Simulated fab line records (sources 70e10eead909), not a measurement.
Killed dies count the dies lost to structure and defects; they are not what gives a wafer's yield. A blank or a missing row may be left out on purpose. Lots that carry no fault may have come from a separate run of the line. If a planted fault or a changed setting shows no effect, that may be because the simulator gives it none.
fab line records	flow nand_harc
record lots=24	wafers=72	last_day=34
route steps=1302 shown A_STAIRCASE@677
lots with no fault: from the same line, run without faults
start_h: hours from the record's opening day to when the first of the lot's shown wafers began	wait_h: hours from the lot's prior step to this one	" repeats the value in the row above	L1.1+2: a single row standing in for several wafers	- no value, or no start given	* or withheld: withheld	< > ~ a bound
route shown NAME@n: names a module that has steps shown in the file, with the first one's number in the route	usual: the fault-free wafers' mean and standard deviation	same: alike in all rows	chamber/n: place in a boat	sites: each site's reading	_std_site: standard deviation of those values	_edge_site: mean of outer sites minus mean of inner sites	radius_mm: how far each site lies from the wafer's centre	mask NAME#n: copy n	behind: the last tool/chamber to shape the wafer	hold: what put the lot on hold/how long, in hours/how the hold closed	device: the n, p or np transistor that did not switch	end of line: tests run on the same wafers once the route is complete	a step with no rows: only its recipe	killed: not the wafer's yield, but the dies lost to structure and defects at the first sort	map: a wafer's dies, marking killed ones x, the rest . and places with no die _
set.NAME: the setting the step ran with; set.NAME@STEP: the setting that earlier step ran with	model.NAME: the simulator's own value behind a step, which no gauge read
the route's steps for a sample of lots (tables are steps, rows are wafers)
services: a tool's chamber out of use, with start hour (start_h, from the record's first day; less than 0 if before it), hours out, and reason
## steps
# step NHARC_A_STAIRCASE_TRIM_20
# recipe time_s=211.2	o2_flow_sccm=500	ar_flow_sccm=0	bias_w=0	chemistry=O2
# usual drypump_motor_current_A=6.0/0.36	oes_product_au=1.000/0.0059	rf_vpp_V=57.9/0.91	showerhead_plenum_p_Torr=3.57/0.18	throttle_valve_pct=17.037/0.009
lot.wafer	tool	chamber	start_h	wait_h	drypump_motor_current_A	oes_product_au	rf_hours_counter_h	rf_vpp_V	showerhead_plenum_p_Torr	throttle_valve_pct
L074.3	rie_diel-01	3	352.63	0.1	5.9	1.000	47	58.6	3.78	17.036
L074.2	"	0	"	"	5.6	0.998	50	57.7	3.41	17.042
L074.1	"	1	"	"	5.4	1.005	48	58.2	3.46	17.021
L075.1	rie_diel-04	1	364.71	0.1	6.3	1.001	0	56.4	3.43	17.023
L075.2	"	2	"	"	6.3	0.996	0	58.6	3.63	17.023
L075.4	"	0	"	"	6.2	0.992	0	57.8	3.37	17.042
L076.3	rie_diel-04	0	365.42	0.2	6.2	0.996	0	57.8	3.37	17.043
L076.5	"	3	"	"	5.5	1.005	-	57.3	3.81	17.023
L076.6	"	0	"	"	6.2	0.995	-	57.2	3.37	17.037
L077.2	rie_diel-04	1	380.15	0.1	6.3	1.003	4	56.2	3.43	17.048
L077.3	"	2	"	"	6.3	1.000	5	58.6	3.63	17.032
L077.1	"	3	"	"	5.5	1.008	4	58.5	3.81	17.034
L078.1	rie_diel-01	0	394.35	0.1	5.7	1.008	1	58.4	3.41	17.039
L078.4	"	1	"	"	5.4	1.004	2	57.2	3.45	17.040
L078.5	"	1	"	"	5.4	1.006	-	56.7	3.45	17.020
L079.4	rie_diel-01	3	404.50	0.1	6.0	1.009	5	57.8	3.77	17.034
L079.6	"	0	"	"	5.7	1.006	-	57.7	3.40	17.036
L079.5	"	1	"	"	5.4	0.999	-	57.6	3.45	17.047
L080.2	rie_diel-01	3	412.39	0.1	6.0	1.014	8	57.5	3.77	17.050
L080.1	"	1	"	"	5.4	1.000	10	57.6	3.45	17.047
L080.4	"	3	"	"	5.9	0.994	-	57.5	3.77	17.042
L082.2	rie_diel-04	0	426.42	0.1	6.2	0.996	17	54.6	3.36	17.027
L082.6	"	2	"	"	6.3	1.005	-	58.2	3.62	17.042
L082.5	"	3	"	"	5.4	0.999	-	59.1	3.80	17.029
L081.3	rie_diel-01	3	426.91	0.1	5.9	0.997	11	58.5	3.77	17.029
L081.2	"	1	"	"	5.4	0.995	13	58.6	3.44	17.033
L081.6	"	2	"	"	6.1	1.000	-	57.6	3.80	17.037
L085.2	rie_diel-04	0	454.40	0.1	6.2	0.996	26	57.3	3.36	17.041
L085.4	"	2	"	"	6.3	0.997	33	57.1	3.61	17.035
L085.3	"	3	"	"	5.5	0.998	25	58.4	3.79	17.027
L084.4	rie_diel-04	0	457.93	0.1	6.2	0.994	26	57.1	3.36	17.036
L084.2	"	1	"	"	6.3	0.992	33	57.3	3.41	17.041
L084.6	"	0	"	"	6.2	0.993	-	57.9	3.36	17.023
L083.2	rie_diel-01	1	458.15	0.1	5.4	0.999	26	58.2	3.44	17.028
L083.4	"	3	"	"	6.0	1.004	19	58.3	3.76	17.033
L083.5	"	1	"	"	5.4	1.009	-	57.4	3.44	17.034
L086.3	rie_diel-04	1	483.94	0.1	6.3	0.995	39	57.3	3.41	17.032
L086.2	"	2	"	"	6.3	1.001	42	58.6	3.60	17.037
L086.5	"	1	"	"	6.3	1.002	-	56.0	3.41	17.031
L087.3	rie_diel-01	3	484.67	0.1	5.9	1.005	28	59.4	3.76	17.040
L087.4	"	0	"	"	5.7	1.003	34	58.3	3.39	17.052
L087.2	"	1	"	"	5.4	0.999	35	56.9	3.43	17.018
L088.3	rie_diel-06	0	497.38	0.1	6.0	1.001	1	57.2	3.49	17.037
L088.2	"	2	"	"	6.5	1.009	1	58.6	3.58	17.055
L088.6	"	0	"	"	6.0	1.004	-	58.3	3.48	17.025
L089.1	rie_diel-06	3	497.61	0.1	6.5	1.004	2	57.4	3.71	17.034
L089.2	"	0	"	"	6.0	1.012	1	58.2	3.49	17.040
L089.4	"	2	"	"	6.5	1.016	1	59.9	3.58	17.044
L090.3	rie_diel-01	2	510.60	0.1	6.1	1.004	47	57.3	3.78	17.036
L090.2	"	3	"	"	5.9	1.004	43	57.9	3.75	17.030
L090.6	"	3	"	"	5.9	1.000	-	58.8	3.75	17.030
L091.4	rie_diel-01	1	530.79	0.1	5.4	1.001	54	57.6	3.42	17.015
L091.3	"	2	"	"	6.1	1.001	56	58.7	3.78	17.038
L091.1	"	3	"	"	5.9	0.992	50	58.9	3.75	17.035
L092.1	rie_diel-01	1	538.85	0.1	5.4	1.003	56	56.7	3.42	17.047
L092.6	"	0	"	"	5.7	0.999	-	58.6	3.38	17.043
L092.5	"	1	"	"	5.4	0.995	-	57.7	3.42	17.050
L093.1	rie_diel-04	1	542.36	0.1	6.3	0.998	0	57.9	3.40	17.026
L093.3	"	0	"	"	6.2	1.004	0	56.8	3.34	17.041
L093.5	"	0	"	"	6.2	1.005	-	57.6	3.35	17.033
L094.4	rie_diel-04	0	560.19	0.1	6.2	1.002	4	57.0	3.34	17.026
L094.3	"	1	"	"	6.3	0.994	4	56.4	3.40	17.051
L094.5	"	3	"	"	5.5	0.992	-	57.4	3.77	17.046
L095.4	rie_diel-01	3	571.78	0.1	5.9	0.994	0	58.2	3.74	17.023
L095.1	"	0	"	"	5.7	0.995	0	58.7	3.37	17.033
L095.5	"	1	"	"	5.4	1.000	-	57.2	3.42	17.048
L096.3	rie_diel-04	3	571.94	0.1	5.5	1.006	9	57.2	3.77	17.029
L096.4	"	1	"	"	6.3	1.001	8	58.0	3.40	17.023
L096.5	"	2	"	"	6.3	0.997	-	57.2	3.59	17.034
L097.1	rie_diel-06	1	581.82	0.1	6.4	1.001	32	57.9	3.76	17.037
L097.4	"	3	"	"	6.5	0.989	23	57.9	3.70	17.031
L097.5	"	1	"	"	6.4	1.001	-	59.8	3.76	17.043
# step NHARC_A_STAIRCASE_ETCH_23
# recipe target_depth_a=1000	time_s=40.5	ion_energy_ev=400	c4f8_flow_sccm=20	o2_flow_sccm=10	ar_flow_sccm=withheld	rf_w=600	bias_w=1000	chemistry=C4F8/O2
# usual oes_product_au=0.950/0.013	rf_vpp_V=898/6.5
lot.wafer	tool	chamber	start_h	wait_h	oes_product_au	rf_hours_counter_h	rf_vpp_V
L074.1	rie_diel-01	3	-	-	0.947	47	904
L074.3	"	0	"	"	0.929	50	893
L074.2	"	1	"	"	0.937	48	894
L075.1	rie_diel-04	3	-	-	0.978	0	906
L075.4	"	1	"	"	0.954	0	893
L075.2	"	2	"	"	0.951	0	900
L076.3	rie_diel-04	2	-	-	0.930	1	901
L076.6	"	0	"	"	0.914	-	890
L076.5	"	1	"	"	0.921	-	893
L077.3	rie_diel-04	2	-	-	0.965	5	899
L077.1	"	3	"	"	0.958	4	906
L077.2	"	0	"	"	0.952	4	889
L078.4	rie_diel-01	1	-	-	0.941	2	892
L078.1	"	3	"	"	0.942	1	904
L078.5	"	1	"	"	0.933	-	894
L079.4	rie_diel-01	3	-	-	0.969	5	907
L079.5	"	2	"	"	0.968	-	906
L079.6	"	3	"	"	0.961	-	905
L080.1	rie_diel-01	3	-	-	0.963	8	905
L080.2	"	2	"	"	0.965	11	905
L080.4	"	2	"	"	0.957	-	906
L082.2	rie_diel-04	0	-	-	0.958	17	889
L082.6	"	0	"	"	0.960	-	889
L082.5	"	1	"	"	0.953	-	891
L081.2	rie_diel-01	0	-	-	0.964	11	893
L081.3	"	2	"	"	0.967	14	907
L081.6	"	1	"	"	0.960	-	893
L085.4	rie_diel-04	2	-	-	0.959	33	898
L085.3	"	3	"	"	0.938	25	905
L085.2	"	1	"	"	0.938	32	891
L084.4	rie_diel-04	2	-	-	0.956	34	900
L084.2	"	0	"	"	0.962	27	890
L084.6	"	1	"	"	0.968	-	892
L083.2	rie_diel-01	3	-	-	0.966	19	905
L083.4	"	1	"	"	0.938	26	892
L083.5	"	3	"	"	0.964	-	904
L086.2	rie_diel-04	2	-	-	0.957	42	899
L086.3	"	3	"	"	0.955	33	906
L086.5	"	1	"	"	0.950	-	892
L087.3	rie_diel-01	2	-	-	0.935	36	906
L087.2	"	3	"	"	0.924	32	905
L087.4	"	0	"	"	0.947	36	889
L088.2	rie_diel-06	2	-	-	0.937	2	897
L088.3	"	3	"	"	0.941	2	903
L088.6	"	0	"	"	0.943	-	895
L089.1	rie_diel-06	3	-	-	0.937	2	903
L089.4	"	1	"	"	0.946	2	905
L089.2	"	2	"	"	0.942	2	898
L090.2	rie_diel-01	2	-	-	0.942	48	905
L090.3	"	0	"	"	0.949	47	890
L090.6	"	3	"	"	0.942	-	904
L091.1	rie_diel-01	2	-	-	0.954	56	905
L091.4	"	0	"	"	0.951	53	890
L091.3	"	1	"	"	0.952	54	891
L092.1	rie_diel-01	0	-	-	0.957	56	890
L092.6	"	3	"	"	0.952	-	904
L092.5	"	0	"	"	0.963	-	891
L093.3	rie_diel-04	2	-	-	0.979	0	899
L093.1	"	0	"	"	0.964	0	888
L093.5	"	3	"	"	0.967	-	905
L094.3	rie_diel-04	0	-	-	0.936	5	889
L094.4	"	1	"	"	0.932	4	892
L094.5	"	1	"	"	0.930	-	891
L095.4	rie_diel-01	1	-	-	0.964	0	893
L095.1	"	2	"	"	0.963	0	903
L095.5	"	3	"	"	0.966	-	903
L096.4	rie_diel-04	2	-	-	0.957	8	897
L096.3	"	3	"	"	0.933	9	903
L096.5	"	3	"	"	0.940	-	905
L097.1	rie_diel-06	1	-	-	0.929	32	905
L097.4	"	0	"	"	0.945	33	895
L097.5	"	2	"	"	0.938	-	897
# step NHARC_A_STAIRCASE_ETCH_27
# recipe target_depth_a=1000	time_s=40.5	ion_energy_ev=400	c4f8_flow_sccm=20	o2_flow_sccm=10	ar_flow_sccm=withheld	rf_w=600	bias_w=1000	chemistry=C4F8/O2
# usual oes_product_au=0.944/0.0092	rf_vpp_V=898/6.4
lot.wafer	tool	chamber	start_h	wait_h	oes_product_au	rf_hours_counter_h	rf_vpp_V
L074.2	rie_diel-01	2	-	-	0.943	47	888
L074.1	"	3	"	"	0.935	47	905
L074.3	"	1	"	"	0.949	48	892
L075.4	rie_diel-04	3	-	-	0.932	1	907
L075.1	"	0	"	"	0.923	1	892
L075.2	"	2	"	"	0.940	1	902
L076.3	rie_diel-04	2	-	-	0.948	1	899
L076.5	"	0	"	"	0.944	-	892
L076.6	"	1	"	"	0.945	-	891
L077.2	rie_diel-04	2	-	-	0.947	5	898
L077.1	"	3	"	"	0.949	5	905
L077.3	"	0	"	"	0.936	4	890
L078.1	rie_diel-01	2	-	-	0.951	2	906
L078.4	"	0	"	"	0.951	2	891
L078.5	"	2	"	"	0.957	-	904
L079.4	rie_diel-01	0	-	-	0.964	5	893
L079.5	"	3	"	"	0.969	-	903
L079.6	"	0	"	"	0.958	-	892
L080.1	rie_diel-01	1	-	-	0.949	10	893
L080.2	"	2	"	"	0.955	11	906
L080.4	"	2	"	"	0.947	-	906
L082.2	rie_diel-04	0	-	-	0.947	18	889
L082.6	"	2	"	"	0.946	-	899
L082.5	"	3	"	"	0.949	-	905
L081.3	rie_diel-01	2	-	-	0.946	14	904
L081.2	"	0	"	"	0.955	11	892
L081.6	"	2	"	"	0.955	-	905
L085.2	rie_diel-04	2	-	-	0.951	34	899
L085.4	"	3	"	"	0.948	25	905
L085.3	"	1	"	"	0.938	32	891
L084.2	rie_diel-04	1	-	-	0.948	33	893
L084.4	"	2	"	"	0.951	34	900
L084.6	"	0	"	"	0.933	-	890
L083.4	rie_diel-01	2	-	-	0.942	25	906
L083.2	"	3	"	"	0.946	19	905
L083.5	"	1	"	"	0.957	-	893
L086.3	rie_diel-04	2	-	-	0.944	42	899
L086.2	"	3	"	"	0.948	33	905
L086.5	"	1	"	"	0.934	-	892
L087.3	rie_diel-01	2	-	-	0.935	37	905
L087.2	"	3	"	"	0.933	33	904
L087.4	"	0	"	"	0.940	36	891
L088.3	rie_diel-06	0	-	-	0.936	2	895
L088.2	"	1	"	"	0.941	2	906
L088.6	"	0	"	"	0.934	-	895
L089.2	rie_diel-06	2	-	-	0.949	2	899
L089.1	"	3	"	"	0.926	2	902
L089.4	"	1	"	"	0.948	2	906
L090.2	rie_diel-01	2	-	-	0.940	48	905
L090.3	"	3	"	"	0.934	44	905
L090.6	"	0	"	"	0.935	-	891
L091.3	rie_diel-01	1	-	-	0.947	55	893
L091.4	"	3	"	"	0.953	51	903
L091.1	"	0	"	"	0.947	54	891
L092.1	rie_diel-01	2	-	-	0.943	58	906
L092.5	"	1	"	"	0.944	-	891
L092.6	"	2	"	"	0.938	-	904
L093.1	rie_diel-04	1	-	-	0.929	1	891
L093.3	"	2	"	"	0.958	0	898
L093.5	"	0	"	"	0.929	-	889
L094.4	rie_diel-04	0	-	-	0.937	5	889
L094.3	"	2	"	"	0.934	4	899
L094.5	"	3	"	"	0.944	-	905
L095.4	rie_diel-01	1	-	-	0.944	1	894
L095.1	"	2	"	"	0.951	1	903
L095.5	"	0	"	"	0.939	-	890
L096.4	rie_diel-04	0	-	-	0.951	9	889
L096.3	"	2	"	"	0.946	8	897
L096.5	"	0	"	"	0.941	-	891
L097.4	rie_diel-06	2	-	-	0.949	30	897
L097.1	"	0	"	"	0.947	34	893
L097.5	"	3	"	"	0.942	-	900
# step NHARC_A_STAIRCASE_ETCH_188
# recipe target_depth_a=1000	time_s=40.5	ion_energy_ev=400	c4f8_flow_sccm=20	o2_flow_sccm=10	ar_flow_sccm=withheld	rf_w=600	bias_w=1000	chemistry=C4F8/O2
# usual oes_product_au=0.938/0.012	rf_vpp_V=898/6.1
lot.wafer	tool	chamber	start_h	wait_h	oes_product_au	rf_hours_counter_h	rf_vpp_V
L074.2	rie_diel-01	2	-	-	0.935	51	887
L074.3	"	3	"	"	0.937	51	905
L074.1	"	0	"	"	0.928	53	892
L075.1	rie_diel-06	3	-	-	0.927	18	904
L075.2	"	1	"	"	0.915	20	905
L075.4	"	2	"	"	0.932	14	900
L076.3	rie_diel-04	1	-	-	0.955	2	892
L076.6	"	0	"	"	0.952	-	891
L076.5	"	1	"	"	0.947	-	894
L077.2	rie_diel-04	3	-	-	0.940	5	905
L077.1	"	0	"	"	0.935	4	890
L077.3	"	1	"	"	0.937	5	892
L078.4	rie_diel-06	2	-	-	0.939	24	900
L078.1	"	3	"	"	0.948	28	903
L078.5	"	3	"	"	0.935	-	903
L079.4	rie_diel-06	0	-	-	0.943	33	895
L079.5	"	2	"	"	0.965	-	899
L079.6	"	3	"	"	0.947	-	904
L080.2	rie_diel-04	2	-	-	0.921	19	899
L080.1	"	3	"	"	0.921	16	905
L080.4	"	0	"	"	0.930	15	891
L082.2	rie_diel-01	3	-	-	0.942	12	905
L082.6	"	3	"	"	0.945	-	906
L082.5	"	0	"	"	0.957	-	892
L081.2	rie_diel-01	1	-	-	0.926	14	893
L081.3	"	3	"	"	0.938	13	906
L081.6	"	0	"	"	0.949	-	892
L085.4	rie_diel-06	1	-	-	0.924	45	904
L085.2	"	2	"	"	0.936	42	897
L085.3	"	0	"	"	0.927	48	894
L084.2	rie_diel-04	1	-	-	0.938	33	891
L084.4	"	3	"	"	0.928	26	905
L084.6	"	2	"	"	0.934	-	898
L083.4	rie_diel-01	2	-	-	0.947	25	905
L083.2	"	0	"	"	0.937	24	891
L083.5	"	1	"	"	0.938	-	891
L086.3	rie_diel-01	1	-	-	0.922	37	892
L086.2	"	0	"	"	0.926	36	890
L086.5	"	1	"	"	0.931	-	892
L087.2	rie_diel-01	3	-	-	0.921	33	905
L087.4	"	0	"	"	0.928	37	892
L087.3	"	1	"	"	0.927	38	893
L088.2	rie_diel-06	2	-	-	0.954	2	900
L088.3	"	0	"	"	0.943	2	893
L088.6	"	3	"	"	0.944	-	904
L089.1	rie_diel-01	1	-	-	0.951	45	892
L089.2	"	2	"	"	0.951	44	905
L089.4	"	0	"	"	0.952	42	892
L090.2	rie_diel-01	0	-	-	0.936	47	890
L090.3	"	3	"	"	0.925	44	905
L090.6	"	3	"	"	0.916	-	904
L091.1	rie_diel-06	1	-	-	0.931	13	906
L091.3	"	2	"	"	0.927	12	897
L091.4	"	2	"	"	0.921	-	898
L092.1	rie_diel-01	2	-	-	0.946	59	904
L092.6	"	0	"	"	0.935	-	889
L092.5	"	1	"	"	0.934	-	892
L093.1	rie_diel-01	1	-	-	0.962	58	892
L093.3	"	2	"	"	0.957	60	905
L093.5	"	3	"	"	0.937	-	903
L094.3	rie_diel-04	0	-	-	0.948	6	890
L094.4	"	3	"	"	0.950	6	905
L094.5	"	0	"	"	0.942	-	890
L095.4	rie_diel-04	2	-	-	0.942	9	898
L095.1	"	3	"	"	0.932	10	905
L095.5	"	1	"	"	0.924	-	891
L096.4	rie_diel-01	1	-	-	0.953	2	891
L096.3	"	3	"	"	0.959	1	903
L096.5	"	1	"	"	0.953	-	892
L097.1	rie_diel-06	3	-	-	0.930	24	903
L097.4	"	0	"	"	0.937	34	895
L097.5	"	2	"	"	0.949	-	897
# step NHARC_A_STAIRCASE_TRIM_233
# recipe time_s=211.2	o2_flow_sccm=500	ar_flow_sccm=0	bias_w=0	chemistry=O2
# usual drypump_motor_current_A=6.1/0.36	oes_product_au=1.000/0.0079	rf_vpp_V=58.0/1.1	showerhead_plenum_p_Torr=3.59/0.16	throttle_valve_pct=17.036/0.0091
lot.wafer	tool	chamber	start_h	wait_h	drypump_motor_current_A	oes_product_au	rf_hours_counter_h	rf_vpp_V	showerhead_plenum_p_Torr	throttle_valve_pct
L074.1	rie_diel-01	3	-	-	6.0	1.011	56	59.2	3.78	17.036
L074.2	"	0	"	"	5.6	0.989	58	58.8	3.41	17.038
L074.3	"	1	"	"	5.4	1.000	56	57.2	3.45	17.038
L075.4	rie_diel-06	1	-	-	6.4	0.992	21	58.2	3.80	17.022
L075.1	"	2	"	"	6.5	1.005	16	58.4	3.60	17.036
L075.2	"	0	"	"	6.0	0.998	23	57.9	3.50	17.039
L076.3	rie_diel-01	0	-	-	5.7	0.980	59	56.0	3.41	17.034
L076.5	"	3	"	"	6.0	1.008	-	58.0	3.77	17.039
L076.6	"	0	"	"	5.6	0.981	-	57.4	3.41	17.022
L077.1	rie_diel-04	2	-	-	6.3	0.995	8	57.9	3.62	17.028
L077.2	"	3	"	"	5.5	0.999	7	58.4	3.80	17.014
L077.3	"	1	"	"	6.3	0.998	7	57.1	3.43	17.028
L078.4	rie_diel-01	3	-	-	5.9	1.007	5	58.9	3.77	17.045
L078.1	"	2	"	"	6.1	1.007	5	58.5	3.81	17.031
L078.5	"	3	"	"	5.9	0.997	-	58.0	3.77	17.034
L079.4	rie_diel-06	0	-	-	6.0	1.007	38	57.0	3.49	17.046
L079.6	"	3	"	"	6.5	1.003	-	59.2	3.72	17.027
L079.5	"	0	"	"	6.0	1.000	-	56.3	3.50	17.024
L080.4	rie_diel-06	0	-	-	6.0	0.994	39	57.9	3.49	17.038
L080.2	"	1	"	"	6.4	0.986	34	57.5	3.79	17.046
L080.1	"	2	"	"	6.5	0.994	29	58.0	3.60	17.017
L082.2	rie_diel-04	1	-	-	6.3	1.000	23	56.6	3.42	17.026
L082.5	"	1	"	"	6.3	1.000	-	58.4	3.42	17.044
L082.6	"	2	"	"	6.3	1.010	-	58.1	3.61	17.043
L081.2	rie_diel-06	3	-	-	6.5	1.003	37	57.0	3.72	17.055
L081.3	"	1	"	"	6.4	0.996	38	57.4	3.79	17.036
L081.6	"	3	"	"	6.5	0.998	-	57.7	3.72	17.046
L085.2	rie_diel-04	1	-	-	6.3	0.992	34	56.8	3.41	17.049
L085.4	"	2	"	"	6.3	0.994	36	59.0	3.61	17.030
L085.3	"	0	"	"	6.2	0.990	28	56.3	3.36	17.033
L084.4	rie_diel-01	1	-	-	5.4	1.007	28	57.5	3.44	17.037
L084.2	"	3	"	"	5.9	0.998	21	59.2	3.76	17.039
L084.6	"	2	"	"	6.1	1.002	-	58.4	3.79	17.019
L083.4	rie_diel-06	1	-	-	6.4	1.002	48	60.0	3.78	17.023
L083.2	"	3	"	"	6.5	1.005	48	59.4	3.72	17.036
L083.5	"	1	"	"	6.4	1.000	-	58.2	3.78	17.050
L086.2	rie_diel-06	1	-	-	6.4	0.994	0	57.3	3.78	17.043
L086.3	"	3	"	"	6.5	1.004	0	58.2	3.71	17.033
L086.5	"	1	"	"	6.4	0.995	-	58.4	3.78	17.043
L087.3	rie_diel-01	2	-	-	6.1	0.999	40	57.9	3.78	17.040
L087.2	"	0	"	"	5.6	1.002	40	56.4	3.38	17.033
L087.4	"	1	"	"	5.3	0.999	41	57.3	3.43	17.040
L088.3	rie_diel-04	3	-	-	5.5	1.006	43	58.6	3.78	17.028
L088.2	"	0	"	"	6.2	0.994	44	57.1	3.35	17.030
L088.6	"	2	"	"	6.3	1.004	-	57.2	3.60	17.042
L089.1	rie_diel-06	3	-	-	6.5	1.002	6	58.0	3.71	17.029
L089.2	"	0	"	"	6.0	1.008	6	57.0	3.48	17.041
L089.4	"	2	"	"	6.5	1.017	5	59.0	3.58	17.028
L090.3	rie_diel-06	0	-	-	6.0	0.990	9	57.5	3.48	17.039
L090.2	"	1	"	"	6.4	0.991	7	59.9	3.77	17.028
L090.6	"	2	"	"	6.5	1.003	-	58.1	3.58	17.041
L091.1	rie_diel-01	2	-	-	6.1	1.007	58	58.1	3.77	17.043
L091.3	"	3	"	"	6.0	0.999	53	57.6	3.74	17.044
L091.4	"	0	"	"	5.7	1.005	56	58.3	3.38	17.031
L092.1	rie_diel-04	3	-	-	5.5	1.002	1	59.6	3.78	17.039
L092.5	"	1	"	"	6.3	1.000	-	57.7	3.40	17.046
L092.6	"	2	"	"	6.3	0.998	-	58.4	3.60	17.033
L093.3	rie_diel-01	2	-	-	6.1	1.000	61	60.2	3.77	17.040
L093.1	"	3	"	"	5.9	1.009	55	58.8	3.74	17.022
L093.5	"	2	"	"	6.2	0.999	-	59.9	3.77	17.049
L094.3	rie_diel-04	3	-	-	5.5	0.988	8	57.9	3.77	17.043
L094.4	"	0	"	"	6.2	1.012	7	56.9	3.34	17.057
L094.5	"	3	"	"	5.5	1.008	-	58.8	3.77	17.039
L095.4	rie_diel-01	2	-	-	6.1	0.996	5	60.2	3.77	17.024
L095.1	"	0	"	"	5.7	0.997	7	59.1	3.37	17.025
L095.5	"	1	"	"	5.4	0.998	-	55.4	3.41	17.041
L096.3	rie_diel-01	3	-	-	5.9	1.010	5	57.9	3.74	17.033
L096.4	"	1	"	"	5.4	1.015	7	58.2	3.41	17.032
L096.5	"	3	"	"	6.0	1.015	-	57.5	3.74	17.044
L097.1	rie_diel-06	3	-	-	6.5	0.987	25	57.4	3.70	17.047
L097.4	"	1	"	"	6.4	0.997	34	57.4	3.76	17.035
L097.5	"	0	"	"	6.0	1.006	-	58.4	3.47	17.053
# step NHARC_A_STAIRCASE_ETCH_236
# recipe target_depth_a=1000	time_s=40.5	ion_energy_ev=400	c4f8_flow_sccm=20	o2_flow_sccm=10	ar_flow_sccm=withheld	rf_w=600	bias_w=1000	chemistry=C4F8/O2
# usual oes_product_au=0.944/0.0094	rf_vpp_V=898/5.9
lot.wafer	tool	chamber	start_h	wait_h	oes_product_au	rf_hours_counter_h	rf_vpp_V
L074.3	rie_diel-01	3	-	-	0.942	56	905
L074.1	"	1	"	"	0.961	56	892
L074.2	"	2	"	"	0.941	56	887
L075.1	rie_diel-06	0	-	-	0.940	24	897
L075.2	"	1	"	"	0.936	21	904
L075.4	"	3	"	"	0.957	20	903
L076.3	rie_diel-01	2	-	-	0.942	57	887
L076.6	"	3	"	"	0.959	-	904
L076.5	"	0	"	"	0.947	-	891
L077.2	rie_diel-04	0	-	-	0.947	6	890
L077.1	"	2	"	"	0.927	8	900
L077.3	"	3	"	"	0.947	8	906
L078.4	rie_diel-01	1	-	-	0.949	4	893
L078.1	"	2	"	"	0.949	5	907
L078.5	"	1	"	"	0.930	-	893
L079.4	rie_diel-06	1	-	-	0.959	33	905
L079.5	"	2	"	"	0.956	-	901
L079.6	"	3	"	"	0.947	-	903
L080.4	rie_diel-06	1	-	-	0.953	35	904
L080.2	"	2	"	"	0.959	29	897
L080.1	"	0	"	"	0.939	39	896
L082.2	rie_diel-04	0	-	-	0.943	19	889
L082.6	"	2	"	"	0.954	-	899
L082.5	"	3	"	"	0.950	-	905
L081.2	rie_diel-06	0	-	-	0.932	42	895
L081.3	"	1	"	"	0.936	38	906
L081.6	"	0	"	"	0.942	-	893
L085.2	rie_diel-04	1	-	-	0.933	35	892
L085.4	"	2	"	"	0.933	36	898
L085.3	"	3	"	"	0.944	27	906
L084.4	rie_diel-01	2	-	-	0.951	27	906
L084.2	"	3	"	"	0.948	21	904
L084.6	"	2	"	"	0.946	-	907
L083.2	rie_diel-06	2	-	-	0.955	45	899
L083.4	"	1	"	"	0.941	49	905
L083.5	"	2	"	"	0.951	-	898
L086.3	rie_diel-06	0	-	-	0.936	1	895
L086.2	"	1	"	"	0.943	0	905
L086.5	"	0	"	"	0.940	-	895
L087.4	rie_diel-01	3	-	-	0.942	37	904
L087.3	"	0	"	"	0.958	40	891
L087.2	"	2	"	"	0.948	40	905
L088.3	rie_diel-04	1	-	-	0.935	50	893
L088.2	"	3	"	"	0.960	43	905
L088.6	"	1	"	"	0.937	-	892
L089.4	rie_diel-06	0	-	-	0.949	6	893
L089.1	"	1	"	"	0.948	5	905
L089.2	"	2	"	"	0.954	5	896
L090.2	rie_diel-06	2	-	-	0.927	8	899
L090.3	"	1	"	"	0.933	7	905
L090.6	"	2	"	"	0.934	-	897
L091.1	rie_diel-01	1	-	-	0.939	57	892
L091.3	"	2	"	"	0.933	59	905
L091.4	"	3	"	"	0.941	53	903
L092.1	rie_diel-04	1	-	-	0.942	1	892
L092.6	"	1	"	"	0.938	-	891
L092.5	"	2	"	"	0.944	-	899
L093.3	rie_diel-01	2	-	-	0.962	61	904
L093.1	"	0	"	"	0.951	59	891
L093.5	"	2	"	"	0.951	-	907
L094.4	rie_diel-04	0	-	-	0.934	7	890
L094.3	"	2	"	"	0.929	7	898
L094.5	"	1	"	"	0.931	-	891
L095.1	rie_diel-01	3	-	-	0.935	5	903
L095.4	"	0	"	"	0.949	7	891
L095.5	"	3	"	"	0.944	-	904
L096.4	rie_diel-01	3	-	-	0.934	5	903
L096.3	"	0	"	"	0.934	7	889
L096.5	"	2	"	"	0.951	-	904
L097.4	rie_diel-06	2	-	-	0.925	33	898
L097.1	"	1	"	"	0.926	35	906
L097.5	"	2	"	"	0.929	-	897
## services
tool	chamber	start_h	hours	kind
rie_diel-01	0	337.55	-	clean
rie_diel-01	1	337.55	-	clean
rie_diel-01	2	337.55	-	clean
rie_diel-01	3	337.55	-	clean
rie_diel-06	2	342.41	6.6	repair
rie_diel-04	-	355.24	9.0	pm
rie_diel-01	0	362.06	-	clean
rie_diel-01	1	362.06	-	clean
rie_diel-01	2	362.06	-	clean
rie_diel-01	3	362.06	-	clean
rie_diel-01	-	380.83	9.0	pm
rie_diel-01	0	380.83	9.0	vent_cycle
rie_diel-01	1	380.83	9.0	vent_cycle
rie_diel-01	2	380.83	9.0	vent_cycle
rie_diel-01	3	380.83	9.0	vent_cycle
rie_diel-01	0	411.25	2.8	repair
rie_diel-01	3	435.56	7.4	repair
rie_diel-04	-	475.32	1.2	repair
rie_diel-06	-	484.64	9.0	pm
rie_diel-01	1	507.78	6.3	repair
rie_diel-01	-	523.00	1.1	repair
rie_diel-04	-	532.24	9.0	pm
rie_diel-06	3	532.99	20.9	repair
rie_diel-01	-	560.45	9.0	pm
## key
fault none
